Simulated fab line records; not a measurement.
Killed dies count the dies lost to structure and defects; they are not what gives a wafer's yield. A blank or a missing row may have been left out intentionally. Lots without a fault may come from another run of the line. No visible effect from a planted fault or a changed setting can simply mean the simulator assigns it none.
Chamber matching    flow n5-finfet    N5_BEOL_M5_STRIP_19 on rie-diel-03 has 4 sister chambers
The step strips in O2. 8 wafers are shown with their chamber, then 10 later ones without.

WAFERS WITH THEIR CHAMBER
wafer   chamber  throttle-valve-pct (%)  showerhead-plenum-p-Torr (Torr)
L077.2  0        16.77                   2.20
L077.3  3        16.88                   2.08
L079.2  0        16.77                   2.20
L084.2  1        16.46                   2.10
L084.3  3        16.90                   2.07
L084.4  2        16.94                   2.16
L086.2  1        16.47                   2.09
L086.4  2        16.96                   2.16

WAFERS WITHOUT THEIR CHAMBER
wafer   throttle-valve-pct (%)  showerhead-plenum-p-Torr (Torr)
L086.5  16.81                   2.20
L093.1  16.91                   2.07
L093.2  16.49                   2.09
L093.6  16.81                   2.20
L096.1  16.53                   2.09
L096.2  16.84                   2.19
L096.5  16.82                   2.19
L095.1  16.83                   2.19
L095.3  16.51                   2.09
L095.5  16.50                   2.09

THE CHAMBER EACH PASSED THROUGH
wafer   from the rows above  in truth
L086.5  0                    0
L093.1  3                    3
L093.2  1                    1
L093.6  0                    0
L096.1  1                    1
L096.2  0                    0
L096.5  0                    0
L095.1  0                    0
L095.3  1                    1
L095.5  1                    1
Placed correctly: 10 of 10. Can't be placed from these rows: 0. Number placed wrongly: 0.
How it was worked out, from the rows above alone: a wafer's distance from a chamber is the root of the sum, over the readings, of the square of ((its reading less the chamber's mean) divided by the reading's scatter). The wafer belongs to the nearest chamber; if the next one is less than 2 further off, it can't be placed. The mean given for a chamber averages the wafers shown for that chamber. The scatter is the square root of a quotient: the sum, over the shown wafers, of each reading's squared deviation from its chamber's mean, divided by wafers minus chambers.
